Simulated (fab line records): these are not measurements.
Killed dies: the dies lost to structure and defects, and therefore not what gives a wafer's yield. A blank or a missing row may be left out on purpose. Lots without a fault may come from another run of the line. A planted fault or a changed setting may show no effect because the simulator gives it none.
Matching of chambers | flow nandHarc | NHARC_A_CHANNEL_FILL_D2_ALD_25 on aldHk-03: 4 sister chambers
The step deposits SiOx, target thk 60 nm, pulse time 10 s, ald cycles 600. 16 wafers are shown with their chamber, then 8 later ones without.

## WAFERS WITH THEIR CHAMBER
wafer  | chamber | heaterPowerW (W) | precursorPulseHeightRel
L076.2 | 2       | 524              | 1.021
L076.4 | 1       | 485              | 0.995
L076.5 | 1       | 504              | 0.969
L082.3 | 2       | 546              | 1.004
L082.2 | 0       | 423              | 0.970
L082.5 | 2       | 552              | 1.002
L085.1 | 1       | 501              | 1.007
L085.3 | 2       | 544              | 1.023
L085.2 | 3       | 477              | 0.998
L085.4 | 0       | 436              | 1.006
L085.5 | 1       | 494              | 0.990
L085.6 | 2       | 538              | 0.988
L087.3 | 1       | 506              | 0.996
L087.5 | 3       | 489              | 0.989
L087.6 | 2       | 537              | 1.025
L090.2 | 0       | 429              | 1.031

SIGNATURES, as means of the wafers listed above
reading                 | chamber 0 | chamber 1 | chamber 2 | chamber 3 | scatter within a chamber
heaterPowerW            | 429.33    | 498.00    | 540.17    | 483.00    | 8.73
precursorPulseHeightRel | 1.00233   | 0.99140   | 1.01050   | 0.99350   | 0.0178
Rule: distance of a wafer from a chamber = root of the sum over the readings of ((wafer's reading minus chamber's mean) / reading's scatter) squared. The wafer belongs to the nearest chamber; if the next one is less than 2 further off, it can't be placed. The scatter: the root of (the sum of the squares of (reading less its chamber's mean) over the shown wafers, divided by (wafers less chambers)).

## WAFERS WHOSE CHAMBER IS MISSING
wafer  | heaterPowerW (W) | precursorPulseHeightRel
L090.3 | 507              | 1.027
L090.6 | 495              | 0.997
L093.1 | 427              | 1.023
L093.2 | 492              | 0.999
L093.4 | 496              | 1.016
L096.3 | 512              | 1.009
L096.2 | 433              | 1.004
L096.5 | 545              | 0.981

## WHICH CHAMBER EACH WENT THROUGH
wafer  | from the rows above          | in truth
L090.3 | can't be placed: 1 or 3 or 2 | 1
L090.6 | can't be placed: 1 or 3      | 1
L093.1 | 0                            | 0
L093.2 | can't be placed: 1 or 3      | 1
L093.4 | can't be placed: 1 or 3      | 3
L096.3 | can't be placed: 1 or 2 or 3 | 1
L096.2 | 0                            | 0
L096.5 | 2                            | 2
Correctly placed: 3 of 8. These rows do not allow placing 5 (true chamber among the candidates in 5). Wrongly placed: 0.
